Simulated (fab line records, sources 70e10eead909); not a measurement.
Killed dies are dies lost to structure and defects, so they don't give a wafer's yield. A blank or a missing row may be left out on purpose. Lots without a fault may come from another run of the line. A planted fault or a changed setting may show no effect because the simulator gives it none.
Chamber matching | flow nand_harc | NHARC_A_STAIRCASE_DESCUM_11 on rie_diel-08: 4 sister chambers
The step chemistry O2, time 3 s. 18 wafers are shown with their chamber, then 9 later ones without.

WAFERS WITH THEIR CHAMBER
wafer  | chamber | drypump_motor_current_A (A) | showerhead_plenum_p_Torr (Torr) | oes_product_au (a.u.)
L074.3 | 2       | 5.4                         | 1.84                            | 1.000
L074.4 | 3       | 5.7                         | 1.87                            | 0.997
L074.6 | 2       | 5.4                         | 1.84                            | 1.006
L075.3 | 3       | 5.7                         | 1.87                            | 1.011
L075.4 | 1       | 6.0                         | 1.77                            | 0.994
L075.5 | 2       | 5.5                         | 1.84                            | 1.006
L078.2 | 2       | 5.5                         | 1.83                            | 1.002
L078.4 | 3       | 5.7                         | 1.87                            | 0.991
L078.6 | 0       | 5.3                         | 2.03                            | 0.994
L084.1 | 2       | 5.4                         | 1.83                            | 1.019
L084.5 | 3       | 5.7                         | 1.86                            | 1.009
L084.6 | 2       | 5.4                         | 1.83                            | 1.007
L086.1 | 3       | 5.7                         | 1.86                            | 1.003
L086.2 | 0       | 5.3                         | 2.03                            | 1.005
L086.3 | 1       | 6.0                         | 2.07                            | 0.999
L086.4 | 2       | 5.4                         | 1.83                            | 1.015
L086.5 | 3       | 5.7                         | 1.86                            | 1.008
L086.6 | 2       | 5.4                         | 1.83                            | 1.012

SIGNATURES (means of the wafers above)
reading                  | chamber 0 | chamber 1 | chamber 2 | chamber 3 | scatter within a chamber
drypump_motor_current_A  | 5.300     | 6.000     | 5.425     | 5.700     | 0.0327
showerhead_plenum_p_Torr | 2.0300    | 1.9200    | 1.8337    | 1.8650    | 0.0569
oes_product_au           | 0.99950   | 0.99650   | 1.00838   | 1.00317   | 0.00693
Rule: a wafer's distance from a chamber is the root of the sum, over the readings, of the square of ((its reading less the chamber's mean) divided by the reading's scatter). The wafer belongs to the nearest chamber; if the next one is less than 2 further off, it can't be placed. The scatter: the root of (the sum of the squares of (reading less its chamber's mean) over the shown wafers, divided by (wafers less chambers)).

WAFERS WITHOUT THEIR CHAMBER
wafer  | drypump_motor_current_A (A) | showerhead_plenum_p_Torr (Torr) | oes_product_au (a.u.)
L087.2 | 5.7                         | 1.86                            | 1.010
L087.4 | 5.3                         | 2.02                            | 1.011
L087.6 | 5.7                         | 1.86                            | 1.002
L091.1 | 5.7                         | 1.86                            | 0.991
L091.2 | 5.3                         | 2.02                            | 1.003
L091.3 | 5.4                         | 1.82                            | 1.010
L091.4 | 6.0                         | 2.06                            | 0.985
L091.5 | 6.0                         | 2.06                            | 0.989
L091.6 | 5.3                         | 2.02                            | 0.998

WHICH CHAMBER EACH WENT THROUGH
wafer  | from the rows above | in truth
L087.2 | 3                   | 3
L087.4 | 0                   | 0
L087.6 | 3                   | 3
L091.1 | 3                   | 3
L091.2 | 0                   | 0
L091.3 | 2                   | 2
L091.4 | 1                   | 1
L091.5 | 1                   | 1
L091.6 | 0                   | 0
Placed correctly: 9 of 9. Can't be placed from these rows: 0. Placed wrongly: 0.
